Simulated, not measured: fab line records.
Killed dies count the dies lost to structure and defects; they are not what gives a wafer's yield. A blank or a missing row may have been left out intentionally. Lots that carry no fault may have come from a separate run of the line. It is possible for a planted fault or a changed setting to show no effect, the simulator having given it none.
fab line records	flow n5_finfet
record lots=24	wafers=72	last_day=17
route steps=1938 shown WELL_APT@50 PMOS_HMC_CHANNEL_EPI@81 FIN_SAQP@147 FIN_CUT@177 STI_FIN_REVEAL@184
lots untouched by any fault: they come from a run of this same line in which no faults occurred
start_h: the number of hours between the record's first day and the start of the first shown wafer of the lot	wait_h: hours from the lot's prior step to this one	" same as the row above	L1.1+2: one row covering several wafers at once	- no value, or no start given	* or withheld: withheld	< > ~ a bound
route shown NAME@n: NAME is a module with steps in the file, n the number in the route of the first one	usual: the fault-free wafers' mean and standard deviation	same: alike in all rows	chamber/n: place in a boat	sites: the reading at each site	_std_site: their standard deviation	_edge_site: inner sites' mean taken away from outer sites' mean	radius_mm: for every site, how far away it sits from the centre of the wafer	mask NAME#n: copy n	behind: the tool/chamber that last shaped the wafer	hold: what put the lot on hold/how long, in hours/how the hold closed	device: transistor that didn't switch, given as n, p or np	end of line: the same wafers' tests at the end of the route	for a step that has no rows: nothing shown but its recipe	killed: count of dies lost to structure and defects at first sort (not the wafer's yield)	map: dies across one wafer; x = killed, . = not, _ = none there
set.NAME: the setting that was run; set.NAME@STEP: the one run at that earlier step	model.NAME: the simulator's own value behind a step, which no gauge read
route steps across a sampled set of lots; one table per step, one row per wafer
services: when a tool's chamber went out of use (start_h, in hours from the record's first day, below 0 if earlier), for how many hours, and the reason
## steps
# step N5_WELL_APT_RTA_34
# recipe temp_c=1000	time_s=10	ambient=N2	idle_temp_c=600	ramp_up_c_per_s=150	ramp_down_c_per_s=60	cool_to_c=600
# usual anneal_temp_c_max=1004.2/1.2	lamp_power_pct=13.00/0.053	wafer_temp_C_max=1003.5/1.1
lot.wafer	tool	chamber	start_h	wait_h	anneal_temp_c_max	lamp_power_pct	wafer_temp_C_max
L074.1	rtp_anneal-02	0	15.84	0.0	1005.5	13.00	1004.4
L074.4	"	0	"	"	1004.2	13.02	1004.9
L074.6	"	0	"	"	1004.1	12.93	1003.1
L075.1	rtp_anneal-01	0	23.35	0.0	1003.3	12.92	1004.0
L075.4	"	0	"	"	1002.7	13.01	1006.7
L075.6	"	0	"	"	1001.6	12.89	1004.3
L076.2	rtp_anneal-01	0	28.11	0.1	1004.0	12.98	1001.9
L076.3	"	0	"	"	1003.2	12.93	1003.2
L076.4	"	0	"	"	1003.9	13.03	1003.8
L077.2	rtp_anneal-01	0	34.01	0.0	1003.1	13.00	1005.3
L077.3	"	0	"	"	1003.8	12.93	1002.5
L077.5	"	0	"	"	1003.6	12.96	1001.6
L078.1	rtp_anneal-02	0	39.96	0.0	1005.4	12.99	1002.9
L078.2	"	0	"	"	1007.3	13.03	1001.8
L078.3	"	0	"	"	1005.7	12.98	1002.7
L079.3	rtp_anneal-01	0	45.94	0.1	1005.1	12.99	1002.5
L079.4	"	0	"	"	1003.5	13.04	1004.4
L079.5	"	0	"	"	1003.0	12.95	1003.5
L080.2	rtp_anneal-02	0	52.30	0.0	1005.2	12.93	1004.5
L080.3	"	0	"	"	1004.3	12.96	1002.7
L080.6	"	0	"	"	1007.1	12.97	1003.4
L081.2	rtp_anneal-01	0	57.92	0.0	1004.4	13.00	1001.8
L081.3	"	0	"	"	1004.0	12.99	1003.5
L081.4	"	0	"	"	1003.6	12.96	1000.7
L082.1	rtp_anneal-01	0	64.48	0.0	1004.1	13.00	1002.9
L082.4	"	0	"	"	1003.6	12.99	1005.8
L082.5	"	0	"	"	1003.9	13.07	1002.9
L083.1	rtp_anneal-01	0	70.10	0.3	1002.9	13.03	1002.5
L083.5	"	0	"	"	1003.0	12.94	1002.3
L083.6	"	0	"	"	1003.4	13.00	1002.5
L084.1	rtp_anneal-01	0	76.94	0.0	1003.7	13.02	1003.6
L084.2	"	0	"	"	1003.1	12.94	1004.4
L084.4	"	0	"	"	1004.2	12.96	1003.9
L085.3	rtp_anneal-01	0	82.17	0.1	1003.2	13.06	1005.0
L085.4	"	0	"	"	1003.1	12.99	1005.4
L085.5	"	0	"	"	1004.2	13.02	1003.3
L086.1	rtp_anneal-01	0	88.20	0.2	1005.1	12.91	1002.3
L086.2	"	0	"	"	1003.1	13.02	1002.4
L086.4	"	0	"	"	1003.0	13.11	1002.4
L087.2	rtp_anneal-01	0	93.93	0.1	1003.0	12.97	1004.3
L087.4	"	0	"	"	1002.5	13.02	1002.4
L087.5	"	0	"	"	1003.1	13.00	1003.5
L088.3	rtp_anneal-02	0	100.43	0.1	1004.9	13.05	1001.7
L088.4	"	0	"	"	1005.2	12.97	1004.4
L088.5	"	0	"	"	1005.1	13.05	1002.2
L089.1	rtp_anneal-01	0	106.09	0.1	1003.4	12.90	1003.4
L089.2	"	0	"	"	1003.3	13.02	1003.0
L089.6	"	0	"	"	1002.9	13.05	1003.4
L090.1	rtp_anneal-02	0	112.45	0.3	1005.0	13.06	1002.8
L090.4	"	0	"	"	1004.6	13.03	1004.6
L090.5	"	0	"	"	1004.6	13.05	1002.8
L091.3	rtp_anneal-01	0	118.07	0.1	1003.1	13.06	1002.4
L091.4	"	0	"	"	1003.9	13.02	1004.2
L091.5	"	0	"	"	1003.0	12.97	1005.0
L092.1	rtp_anneal-02	0	124.05	0.0	1005.9	12.99	1004.5
L092.2	"	0	"	"	1005.6	12.98	1003.4
L092.5	"	0	"	"	1008.6	12.97	1003.5
L093.3	rtp_anneal-02	0	134.62	0.1	1005.7	12.91	1002.1
L093.4	"	0	"	"	1005.9	13.07	1003.4
L093.6	"	0	"	"	1005.2	12.96	1003.6
L094.1	rtp_anneal-02	0	136.55	0.2	1005.9	12.93	1004.7
L094.4	"	0	"	"	1005.2	12.98	1002.8
L094.5	"	0	"	"	1005.3	13.01	1003.2
L095.1	rtp_anneal-01	0	142.32	0.3	1003.5	13.06	1003.7
L095.4	"	0	"	"	1003.3	13.01	1003.3
L095.6	"	0	"	"	1003.7	13.02	1005.1
L096.3	rtp_anneal-01	0	148.47	0.3	1003.1	13.12	1005.7
L096.5	"	0	"	"	1004.2	13.03	1003.9
L096.6	"	0	"	"	1002.5	12.94	1003.5
L097.1	rtp_anneal-01	0	154.06	0.0	1003.5	12.90	1004.1
L097.2	"	0	"	"	1003.6	13.00	1003.3
L097.5	"	0	"	"	1003.2	12.99	1002.2
# step N5_PMOS_HMC_CHANNEL_EPI_CMP_21
# recipe material=SiGe30	post_cmp_clean=alkaline_brush	target_thk_nm=54
# usual motor_current_A=13.1/1.5	retaining_ring_pressure_frac=1.000/0.0047	slurry_flow_ml_min=150.0/0.47
lot.wafer	tool	chamber	start_h	wait_h	motor_current_A	retaining_ring_pressure_frac	slurry_flow_ml_min
L074.1	cmp-02	2	19.49	0.0	11.6	0.999	150.7
L074.4	"	1	"	"	13.1	1.003	150.5
L074.6	"	3	"	"	13.2	1.003	150.4
L075.1	cmp-04	2	27.30	0.0	15.4	0.999	149.8
L075.4	"	1	"	"	15.6	1.004	149.7
L075.6	"	2	"	"	14.6	0.996	149.4
L076.2	cmp-03	0	32.49	0.0	13.4	0.994	149.5
L076.4	"	1	"	"	12.3	1.007	149.6
L076.3	"	3	"	"	15.4	0.997	149.8
L077.3	cmp-02	0	38.19	0.0	13.1	1.007	150.5
L077.2	"	3	"	"	13.2	0.998	150.3
L077.5	"	0	"	"	13.7	0.998	149.5
L078.3	cmp-02	3	43.64	0.0	13.0	0.995	149.5
L078.1	"	0	"	"	13.8	1.003	149.5
L078.2	"	1	"	"	13.1	1.009	150.7
L079.4	cmp-02	0	49.31	0.0	13.8	0.993	149.5
L079.3	"	2	"	"	12.3	0.996	149.7
L079.5	"	1	"	"	12.7	1.003	150.1
L080.3	cmp-04	3	55.54	0.0	11.4	0.993	149.8
L080.2	"	0	"	"	12.3	0.995	149.8
L080.6	"	3	"	"	11.9	1.003	150.3
L081.4	cmp-04	1	61.76	0.1	14.4	0.996	149.8
L081.3	"	2	"	"	14.5	1.000	150.7
L081.2	"	3	"	"	11.3	1.004	149.8
L082.1	cmp-02	0	67.96	0.0	14.3	0.994	149.5
L082.4	"	2	"	"	12.3	0.997	149.9
L082.5	"	0	"	"	13.2	1.004	150.0
L083.1	cmp-04	3	73.95	0.1	11.1	1.010	150.5
L083.6	"	2	"	"	15.0	0.998	149.4
L083.5	"	3	"	"	11.6	1.008	150.8
L084.1	cmp-04	3	80.84	0.0	11.5	1.010	150.0
L084.2	"	0	"	"	12.0	0.999	150.1
L084.4	"	1	"	"	14.8	1.001	149.7
L085.3	cmp-03	2	86.35	0.0	10.4	1.001	149.9
L085.4	"	0	"	"	14.5	0.998	149.2
L085.5	"	3	"	"	14.9	0.991	149.9
L086.2	cmp-02	1	92.21	0.0	13.1	0.998	150.5
L086.4	"	3	"	"	12.6	1.007	150.0
L086.1	"	0	"	"	13.7	1.003	150.0
L087.2	cmp-04	2	97.85	0.0	15.1	1.008	150.1
L087.4	"	1	"	"	15.0	0.998	150.0
L087.5	"	2	"	"	15.2	1.005	149.1
L088.4	cmp-04	2	104.45	0.1	15.1	0.998	150.1
L088.3	"	3	"	"	11.5	0.999	150.2
L088.5	"	1	"	"	13.8	0.996	149.8
L089.2	cmp-03	2	110.43	0.1	10.5	0.999	150.6
L089.1	"	3	"	"	14.5	0.998	150.0
L089.6	"	2	"	"	10.9	1.000	149.9
L090.1	cmp-04	1	116.41	0.5	14.8	0.999	149.5
L090.4	"	3	"	"	11.5	1.006	150.5
L090.5	"	1	"	"	14.7	0.996	150.2
L091.3	cmp-04	2	121.92	0.1	15.0	0.999	149.0
L091.4	"	3	"	"	11.7	1.006	149.7
L091.5	"	0	"	"	11.5	0.997	149.6
L092.2	cmp-04	1	127.49	0.0	14.9	1.005	150.0
L092.1	"	0	"	"	12.0	1.001	150.5
L092.5	"	1	"	"	14.9	1.004	149.5
L093.4	cmp-04	3	139.25	0.1	10.5	1.005	149.2
L093.3	"	0	"	"	11.5	1.002	150.3
L093.6	"	2	"	"	15.2	1.000	149.2
L094.1	cmp-04	0	140.41	0.0	11.5	0.997	150.4
L094.4	"	3	"	"	11.2	0.999	150.8
L094.5	"	1	"	"	14.7	1.003	149.0
L095.1	cmp-04	1	146.28	0.1	14.5	0.997	149.9
L095.4	"	2	"	"	14.6	0.993	150.2
L095.6	"	3	"	"	11.2	1.004	150.2
L096.3	cmp-04	3	151.90	0.1	10.8	1.006	150.2
L096.6	"	0	"	"	11.9	1.006	150.7
L096.5	"	1	"	"	14.9	1.002	149.8
L097.1	cmp-04	1	157.51	0.0	14.7	0.998	149.6
L097.2	"	3	"	"	10.9	1.004	150.3
L097.5	"	1	"	"	15.0	1.009	150.4
# step N5_FIN_SAQP_FIN_ETCH_36
# recipe chemistry=HBr/Cl2/O2	target_depth_a=1200	mask_material=SiNx	time_s=50.4	bias_w=102	pressure_mtorr=10	icp_w=800	HBr_flow_sccm=150	Cl2_flow_sccm=80	O2_flow_sccm=12
# usual O2_flow_sccm=12.00/0.036	drypump_motor_current_A=5.9/0.41	oes_product_au=0.994/0.026	throttle_valve_pct=35.9/0.48
lot.wafer	tool	chamber	start_h	wait_h	O2_flow_sccm	drypump_motor_current_A	oes_product_au	rf_hours_counter_h	throttle_valve_pct
L074.1	rie_si-03	1	27.40	0.0	11.97	5.5	1.012	26	35.2
L074.4	"	0	"	"	12.00	6.4	1.023	24	35.6
L074.6	"	3	"	"	11.99	5.6	0.985	-	36.2
L075.1	rie_si-03	1	34.78	0.0	12.05	5.5	1.015	26	35.2
L075.4	"	3	"	"	12.00	5.6	0.988	48	36.2
L075.6	"	2	"	"	11.98	6.3	0.960	-	35.6
L076.2	rie_si-03	0	39.04	0.0	12.03	6.4	1.010	24	35.6
L076.3	"	1	"	"	11.98	5.5	1.019	26	35.2
L076.4	"	3	"	"	12.02	5.6	0.998	48	36.2
L077.2	rie_si-06	3	44.49	0.0	11.99	5.5	0.979	167	35.8
L077.3	"	1	"	"	11.95	5.4	0.977	127	36.5
L077.5	"	3	"	"	12.04	5.5	0.984	-	35.8
L078.1	rie_si-01	2	50.49	0.0	12.04	6.2	0.999	45	37.0
L078.2	"	3	"	"	11.98	5.4	1.020	57	35.9
L078.3	"	1	"	"	11.95	5.4	0.988	7	36.1
L079.3	rie_si-03	2	55.61	0.0	12.00	6.3	0.950	98	35.6
L079.4	"	0	"	"	12.02	6.4	1.025	25	35.6
L079.5	"	0	"	"	11.99	6.4	1.028	-	35.6
L080.2	rie_si-03	0	62.60	0.0	11.95	6.4	1.014	25	35.6
L080.3	"	3	"	"	12.01	5.6	0.998	48	36.2
L080.6	"	1	"	"	11.96	5.5	1.015	-	35.2
L081.2	rie_si-01	2	68.19	0.0	12.00	6.1	0.983	45	37.0
L081.3	"	1	"	"	12.02	5.4	0.978	7	36.0
L081.4	"	3	"	"	11.96	5.4	1.010	57	35.9
L082.1	rie_si-03	2	75.64	0.0	12.00	6.4	0.959	98	35.6
L082.4	"	0	"	"	12.04	6.4	1.021	25	35.6
L082.5	"	1	"	"	11.98	5.6	1.021	-	35.2
L083.1	rie_si-06	0	80.52	0.0	11.97	5.8	1.023	50	36.6
L083.5	"	1	"	"	12.03	5.4	0.954	-	36.5
L083.6	"	0	"	"	11.95	5.9	1.011	-	36.6
L084.1	rie_si-06	1	88.95	0.0	12.01	5.4	0.962	127	36.5
L084.2	"	3	"	"	12.07	5.5	0.971	167	35.8
L084.4	"	2	"	"	11.99	6.2	1.022	89	35.7
L085.3	rie_si-06	3	92.62	0.0	12.02	5.5	0.970	167	35.9
L085.4	"	2	"	"	12.04	6.2	1.027	89	35.7
L085.5	"	2	"	"	12.00	6.2	1.025	-	35.7
L086.1	rie_si-06	3	101.20	0.0	11.94	5.5	0.966	168	35.9
L086.2	"	1	"	"	11.99	5.4	0.961	128	36.5
L086.4	"	0	"	"	11.95	5.9	1.015	50	36.7
L087.2	rie_si-06	0	106.13	0.0	11.97	5.9	1.012	50	36.6
L087.4	"	2	"	"	12.01	6.2	1.009	90	35.7
L087.5	"	1	"	"	12.00	5.4	0.956	-	36.5
L088.3	rie_si-01	0	110.94	0.0	11.97	6.4	0.980	16	36.0
L088.4	"	2	"	"	11.95	6.2	0.988	46	37.0
L088.5	"	1	"	"	11.97	5.4	0.978	-	36.1
L089.1	rie_si-01	0	116.87	0.0	11.96	6.5	0.983	16	36.0
L089.2	"	1	"	"	11.94	5.4	0.981	8	36.1
L089.6	"	2	"	"	12.03	6.2	0.982	-	37.0
L090.1	rie_si-01	0	123.38	0.0	11.99	6.5	0.999	16	36.0
L090.4	"	3	"	"	12.06	5.4	1.021	58	35.9
L090.5	"	0	"	"	12.01	6.4	0.984	-	36.0
L091.3	rie_si-03	2	128.14	0.0	12.05	6.4	0.949	99	35.6
L091.4	"	1	"	"	12.02	5.5	1.011	28	35.2
L091.5	"	1	"	"	12.03	5.5	1.014	-	35.2
L092.1	rie_si-03	3	133.69	0.0	11.97	5.6	0.998	49	36.2
L092.2	"	2	"	"	12.01	6.3	0.945	99	35.6
L092.5	"	3	"	"	11.95	5.6	0.988	-	36.2
L093.3	rie_si-06	1	145.99	0.0	12.02	5.4	0.960	128	36.5
L093.4	"	3	"	"	12.02	5.5	0.983	168	35.8
L093.6	"	1	"	"	11.96	5.4	0.967	-	36.5
L094.1	rie_si-03	1	147.35	0.0	12.01	5.5	1.022	28	35.2
L094.4	"	0	"	"	12.01	6.4	1.022	26	35.6
L094.5	"	0	"	"	12.03	6.4	1.014	-	35.6
L095.1	rie_si-03	0	152.58	0.0	11.98	6.4	1.009	26	35.6
L095.4	"	3	"	"	11.98	5.6	0.987	50	36.2
L095.6	"	3	"	"	12.01	5.6	0.969	-	36.2
L096.3	rie_si-03	0	158.43	0.0	12.01	6.4	1.005	26	35.6
L096.5	"	1	"	"	12.04	5.5	1.021	-	35.2
L096.6	"	2	"	"	11.93	6.4	0.961	-	35.6
L097.1	rie_si-03	3	163.95	0.0	12.02	5.6	0.980	50	36.2
L097.2	"	1	"	"	11.99	5.5	1.009	28	35.2
L097.5	"	2	"	"	11.96	6.4	0.936	-	35.6
# step N5_FIN_CUT_CUT_ETCH_28
# recipe chemistry=HBr/Cl2/O2	target=Si	target_depth_a=60	mask_material=SOC	time_s=2.4	ion_energy_ev=*	bias_w=*	pressure_mtorr=10	icp_w=800	HBr_flow_sccm=150	Cl2_flow_sccm=80	O2_flow_sccm=12
# usual O2_flow_sccm=12.01/0.031	drypump_motor_current_A=5.6/0.44	oes_product_au=1.004/0.014	throttle_valve_pct=37.2/0.37
lot.wafer	tool	chamber	start_h	wait_h	O2_flow_sccm	drypump_motor_current_A	oes_product_au	rf_hours_counter_h	throttle_valve_pct
L074.1	rie_si-04	1	28.89	0.0	12.06	5.6	0.993	191	36.7
L074.4	"	0	"	"	11.98	6.4	1.016	95	37.8
L074.6	"	3	"	"	12.09	6.0	1.027	-	37.1
L075.1	rie_si-04	3	36.63	0.0	12.01	5.9	1.024	9	37.0
L075.4	"	2	"	"	11.98	5.6	1.000	56	37.1
L075.6	"	1	"	"	12.01	5.6	0.991	-	36.7
L076.2	rie_si-04	2	40.41	0.0	11.99	5.6	1.001	56	37.1
L076.3	"	1	"	"	12.02	5.6	0.986	191	36.7
L076.4	"	3	"	"	12.00	6.0	1.026	9	37.1
L077.2	rie_si-04	1	45.98	0.0	12.02	5.6	0.990	191	36.7
L077.3	"	2	"	"	12.01	5.6	0.999	56	37.1
L077.5	"	1	"	"	11.99	5.6	0.986	-	36.7
L078.1	rie_si-04	2	51.98	0.0	11.94	5.6	0.996	56	37.1
L078.2	"	0	"	"	12.00	6.5	1.014	96	37.8
L078.3	"	1	"	"	12.01	5.6	0.991	191	36.7
L079.3	rie_si-04	0	56.98	0.0	11.99	6.4	1.006	96	37.8
L079.4	"	1	"	"	12.03	5.5	0.994	191	36.7
L079.5	"	1	"	"	12.01	5.5	0.993	-	36.7
L080.2	rie_si-02	2	64.15	0.0	12.04	5.4	1.018	165	37.6
L080.3	"	3	"	"	11.99	6.4	0.999	178	36.6
L080.6	"	0	"	"	12.05	5.5	1.003	-	37.6
L081.2	rie_si-05	3	69.55	0.0	11.95	4.9	1.005	32	37.6
L081.3	"	1	"	"	12.01	5.4	0.984	148	37.6
L081.4	"	0	"	"	11.98	5.0	0.990	31	37.1
L082.1	rie_si-04	0	77.46	0.0	12.04	6.4	1.013	96	37.8
L082.4	"	2	"	"	12.00	5.5	0.992	57	37.1
L082.5	"	2	"	"	12.02	5.6	0.991	-	37.1
L083.1	rie_si-04	0	81.89	0.0	11.99	6.4	1.015	96	37.8
L083.5	"	0	"	"	11.97	6.4	1.015	-	37.8
L083.6	"	1	"	"	12.00	5.6	0.995	-	36.7
L084.1	rie_si-04	2	90.50	0.0	12.01	5.5	0.999	57	37.1
L084.2	"	3	"	"	12.01	6.0	1.030	10	37.0
L084.4	"	0	"	"	12.01	6.4	1.011	96	37.8
L085.3	rie_si-05	3	93.98	0.0	12.04	4.9	1.007	32	37.7
L085.4	"	0	"	"	12.04	5.0	0.987	31	37.1
L085.5	"	1	"	"	12.04	5.4	0.986	-	37.6
L086.1	rie_si-05	1	102.72	0.0	12.06	5.4	0.992	148	37.5
L086.2	"	3	"	"	11.99	4.8	1.006	33	37.7
L086.4	"	0	"	"	11.98	5.0	0.990	31	37.1
L087.2	rie_si-02	1	107.65	0.0	12.02	5.3	0.992	112	37.7
L087.4	"	0	"	"	12.07	5.5	1.013	120	37.6
L087.5	"	1	"	"	12.06	5.3	0.992	-	37.7
L088.3	rie_si-04	0	112.46	0.0	12.02	6.4	1.015	97	37.8
L088.4	"	2	"	"	12.00	5.6	0.995	57	37.1
L088.5	"	1	"	"	11.97	5.6	0.997	-	36.7
L089.1	rie_si-04	1	119.08	0.0	12.00	5.5	0.992	193	36.7
L089.2	"	3	"	"	11.97	5.9	1.030	11	37.0
L089.6	"	3	"	"	12.04	5.9	1.033	-	37.1
L090.1	rie_si-04	1	124.88	0.0	12.01	5.6	0.990	193	36.8
L090.4	"	3	"	"	11.93	6.0	1.021	11	37.1
L090.5	"	0	"	"	12.04	6.4	1.010	-	37.8
L091.3	rie_si-05	2	129.50	0.0	11.99	5.3	1.007	99	37.3
L091.4	"	3	"	"	11.98	4.8	1.011	33	37.7
L091.5	"	3	"	"	12.01	4.9	1.003	-	37.6
L092.1	rie_si-02	2	135.32	0.0	12.03	5.4	1.021	166	37.6
L092.2	"	3	"	"	12.02	6.4	0.994	179	36.6
L092.5	"	3	"	"	12.02	6.4	0.997	-	36.6
L093.3	rie_si-04	1	147.49	0.0	12.02	5.5	0.993	193	36.8
L093.4	"	2	"	"	11.99	5.6	1.000	58	37.1
L093.6	"	2	"	"	11.99	5.6	0.996	-	37.1
L094.1	rie_si-04	3	148.74	0.0	11.98	5.9	1.024	11	37.1
L094.4	"	0	"	"	12.02	6.4	1.010	98	37.8
L094.5	"	1	"	"	12.03	5.6	0.998	-	36.7
L095.1	rie_si-04	2	154.38	0.0	12.02	5.5	0.997	58	37.1
L095.4	"	0	"	"	12.00	6.4	1.005	-	37.8
L095.6	"	2	"	"	12.06	5.5	0.996	-	37.1
L096.3	rie_si-05	1	159.79	0.0	12.04	5.4	0.992	149	37.6
L096.5	"	3	"	"	11.97	4.9	1.005	-	37.6
L096.6	"	2	"	"	12.04	5.3	1.012	-	37.3
L097.1	rie_si-05	1	165.32	0.0	12.00	5.4	0.991	149	37.6
L097.2	"	3	"	"	11.99	4.9	1.007	34	37.6
L097.5	"	1	"	"	12.01	5.4	0.982	-	37.6
# step N5_STI_FIN_REVEAL_ALD_14
# recipe material=Si3N4	target_thk_a=30	temp_c=400	ald_precursor_family=SiH2I2	ald_co_reactant=N2/H2-plasma	pressure_torr=2
# usual heater_power_outer_w=529/51	heater_power_w=877/76
lot.wafer	tool	chamber	start_h	wait_h	heater_power_outer_w	heater_power_w
L074.1	ald_sin-01	1	29.20	0.0	497	841
L074.4	"	3	"	"	533	914
L074.6	"	2	"	"	476	781
L075.1	ald_sin-03	0	37.97	0.0	501	940
L075.4	"	3	"	"	555	913
L075.6	"	1	"	"	438	770
L076.2	ald_sin-02	0	40.72	0.0	635	1012
L076.3	"	1	"	"	526	846
L076.4	"	3	"	"	546	832
L077.2	ald_sin-02	3	46.66	0.0	546	827
L077.3	"	1	"	"	520	843
L077.5	"	0	"	"	639	1014
L078.1	ald_sin-03	1	52.31	0.0	455	772
L078.2	"	2	"	"	599	951
L078.3	"	3	"	"	565	922
L079.3	ald_sin-01	2	57.29	0.0	474	794
L079.4	"	0	"	"	497	898
L079.5	"	1	"	"	497	855
L080.2	ald_sin-01	0	64.60	0.0	510	873
L080.3	"	1	"	"	508	872
L080.6	"	3	"	"	535	912
L081.2	ald_sin-01	3	69.87	0.0	540	948
L081.3	"	2	"	"	492	759
L081.4	"	0	"	"	503	897
L082.1	ald_sin-02	0	77.80	0.0	648	1036
L082.4	"	3	"	"	546	836
L082.5	"	0	"	"	647	1032
L083.1	ald_sin-01	3	82.86	0.0	545	904
L083.5	"	0	"	"	506	905
L083.6	"	3	"	"	510	897
L084.1	ald_sin-01	2	90.82	0.0	473	755
L084.2	"	1	"	"	498	853
L084.4	"	0	"	"	485	873
L085.3	ald_sin-02	2	95.04	0.0	540	846
L085.4	"	3	"	"	555	822
L085.5	"	0	"	"	650	1023
L086.1	ald_sin-02	2	103.04	0.0	530	891
L086.2	"	3	"	"	532	826
L086.4	"	1	"	"	513	891
L087.2	ald_sin-03	2	108.19	0.0	612	933
L087.4	"	0	"	"	513	938
L087.5	"	0	"	"	505	917
L088.3	ald_sin-01	2	113.18	0.0	479	760
L088.4	"	1	"	"	512	867
L088.5	"	1	"	"	514	884
L089.1	ald_sin-03	0	119.54	0.0	513	947
L089.2	"	3	"	"	570	939
L089.6	"	0	"	"	507	964
L090.1	ald_sin-01	0	125.20	0.0	524	880
L090.4	"	3	"	"	546	908
L090.5	"	2	"	"	487	758
L091.3	ald_sin-03	0	129.82	0.0	507	945
L091.4	"	1	"	"	473	770
L091.5	"	0	"	"	503	931
L092.1	ald_sin-03	3	135.63	0.0	586	931
L092.2	"	2	"	"	593	969
L092.5	"	0	"	"	513	957
L093.3	ald_sin-01	2	147.87	0.0	484	778
L093.4	"	1	"	"	498	838
L093.6	"	3	"	"	535	883
L094.1	ald_sin-02	1	149.73	0.0	516	861
L094.4	"	0	"	"	650	1048
L094.5	"	3	"	"	539	809
L095.1	ald_sin-01	0	154.80	0.0	511	891
L095.4	"	3	"	"	557	887
L095.6	"	3	"	"	536	877
L096.3	ald_sin-02	0	160.30	0.0	654	1048
L096.5	"	3	"	"	530	826
L096.6	"	2	"	"	527	870
L097.1	ald_sin-03	0	165.71	0.0	516	950
L097.2	"	1	"	"	456	763
L097.5	"	2	"	"	608	940
# step N5_STI_FIN_REVEAL_THK_MEAS_05
# usual thk_nm=131.9/1.1
lot.wafer	tool	chamber	start_h	wait_h	thk_nm
L074.1	film_metro-02	-	34.54	-	133.3
L074.4	"	-	"	"	133.6
L074.6	"	-	"	"	131.8
L075.1	film_metro-01	-	43.94	-	131.5
L075.4	"	-	"	"	130.2
L075.6	"	-	"	"	130.3
L076.2	film_metro-01	-	46.06	-	130.9
L076.3	"	-	"	"	132.0
L076.4	"	-	"	"	131.9
L077.2	film_metro-01	-	52.59	-	131.8
L077.3	"	-	"	"	133.4
L077.5	"	-	"	"	131.9
L078.1	film_metro-02	-	57.65	-	132.6
L078.2	"	-	"	"	132.6
L078.3	"	-	"	"	130.4
L079.3	film_metro-02	-	62.63	-	130.6
L079.4	"	-	"	"	129.9
L079.5	"	-	"	"	130.5
L080.2	film_metro-01	-	69.93	-	132.4
L080.3	"	-	"	"	133.2
L080.6	"	-	"	"	132.8
L081.2	film_metro-02	-	75.20	-	133.4
L081.3	"	-	"	"	132.5
L081.4	"	-	"	"	133.6
L082.1	film_metro-01	-	83.15	-	131.9
L082.4	"	-	"	"	133.4
L082.5	"	-	"	"	133.9
L083.1	film_metro-01	-	88.19	-	132.7
L083.5	"	-	"	"	131.8
L083.6	"	-	"	"	132.1
L084.1	film_metro-01	-	96.15	-	130.7
L084.2	"	-	"	"	130.8
L084.4	"	-	"	"	129.7
L085.3	film_metro-01	-	100.41	-	132.3
L085.4	"	-	"	"	131.5
L085.5	"	-	"	"	131.8
L086.1	film_metro-01	-	108.39	-	133.3
L086.2	"	-	"	"	132.8
L086.4	"	-	"	"	131.5
L087.2	film_metro-02	-	113.57	-	133.1
L087.4	"	-	"	"	133.3
L087.5	"	-	"	"	132.3
L088.3	film_metro-02	-	118.83	-	132.5
L088.4	"	-	"	"	132.6
L088.5	"	-	"	"	132.6
L089.1	film_metro-02	-	124.89	-	131.0
L089.2	"	-	"	"	129.9
L089.6	"	-	"	"	130.8
L090.1	film_metro-01	-	130.54	-	129.8
L090.4	"	-	"	"	130.4
L090.5	"	-	"	"	131.8
L091.3	film_metro-02	-	135.15	-	131.9
L091.4	"	-	"	"	131.3
L091.5	"	-	"	"	131.3
L092.1	film_metro-02	-	140.96	-	131.3
L092.2	"	-	"	"	131.7
L092.5	"	-	"	"	132.4
L093.3	film_metro-02	-	153.24	-	133.6
L093.4	"	-	"	"	132.0
L093.6	"	-	"	"	133.3
L094.1	film_metro-01	-	155.08	-	131.0
L094.4	"	-	"	"	131.2
L094.5	"	-	"	"	131.5
L095.1	film_metro-02	-	160.14	-	131.5
L095.4	"	-	"	"	130.3
L095.6	"	-	"	"	131.3
L096.3	film_metro-02	-	165.64	-	131.4
L096.5	"	-	"	"	132.1
L096.6	"	-	"	"	131.7
L097.1	film_metro-01	-	171.44	-	131.8
L097.2	"	-	"	"	131.6
L097.5	"	-	"	"	133.5
## services
tool	chamber	start_h	hours	kind
ald_sin-03	-	-6.23	14.0	pm
ald_sin-01	3	-1.45	5.7	repair
rie_si-01	0	-0.89	3.1	repair
cmp-04	-	0.83	0.3	repair
cmp-02	-	1.28	1.2	repair
ald_sin-01	1	8.04	7.3	repair
ald_sin-02	2	9.35	6.1	repair
cmp-02	-	37.24	0.8	repair
cmp-02	-	41.65	0.2	repair
ald_sin-03	0	42.96	6.5	repair
cmp-04	-	54.42	0.6	repair
rie_si-03	-	58.86	0.3	repair
cmp-04	-	63.90	2.2	repair
cmp-02	-	69.14	2.2	repair
rie_si-05	-	70.65	2.8	pm
rie_si-03	-	78.35	2.8	pm
ald_sin-03	-	80.58	2.8	pm
rie_si-04	-	83.20	0.1	repair
rie_si-06	-	83.34	2.8	pm
rie_si-01	3	85.70	8.7	repair
ald_sin-01	2	91.42	7.6	repair
cmp-04	-	92.09	4.0	pm
rie_si-05	2	94.66	5.2	repair
cmp-02	-	103.28	22.4	pm
## key
fault none
